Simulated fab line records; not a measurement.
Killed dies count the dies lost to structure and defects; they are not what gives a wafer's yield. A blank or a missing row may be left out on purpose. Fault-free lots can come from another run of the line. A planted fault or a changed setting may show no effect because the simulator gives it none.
Chamber matching | flow n5_finfet | cmp-01 running N5_GATE_CUT_CMP_43: 4 sister chambers
The step polishes SiO2. 4 wafers are shown with their chamber, then 7 later ones without.

== WAFERS PAIRED WITH THEIR CHAMBERS ==
wafer  | chamber | motor_current_A (A)
L087.2 | 2       | 10.6
L087.5 | 1       | 12.0
L091.1 | 0       | 11.1
L091.4 | 3       | 12.0

== WAFERS WITHOUT THEIR CHAMBER ==
wafer  | motor_current_A (A)
L091.5 | 11.0
L093.2 | 11.8
L093.5 | 12.4
L093.6 | 11.6
L095.3 | 11.6
L095.5 | 11.8
L095.6 | 11.8

== CHAMBER TAKEN BY EACH ==
wafer  | from the rows above          | in truth
L091.5 | can't be placed: 0 or 2      | 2
L093.2 | can't be placed: 1 or 3 or 0 | 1
L093.5 | can't be placed: 1 or 3      | 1
L093.6 | can't be placed: 1 or 3 or 0 | 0
L095.3 | can't be placed: 1 or 3 or 0 | 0
L095.5 | can't be placed: 1 or 3 or 0 | 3
L095.6 | can't be placed: 1 or 3 or 0 | 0
Placed correctly: 0 of 7. These rows do not allow placing 7 (true chamber among the candidates in 7). Wrongly placed: 0.
How it was worked out, from the rows above alone: a wafer's distance from a chamber is the root of the sum, over the readings, of the square of ((its reading less the chamber's mean) divided by the reading's scatter). The wafer belongs to the nearest chamber; if the next one is less than 2 further off, it can't be placed. For every chamber, the mean is computed from those of its wafers that are shown. The scatter: root of mean squared gap, hidden wafer to nearest shown wafer, with one shown wafer a chamber.
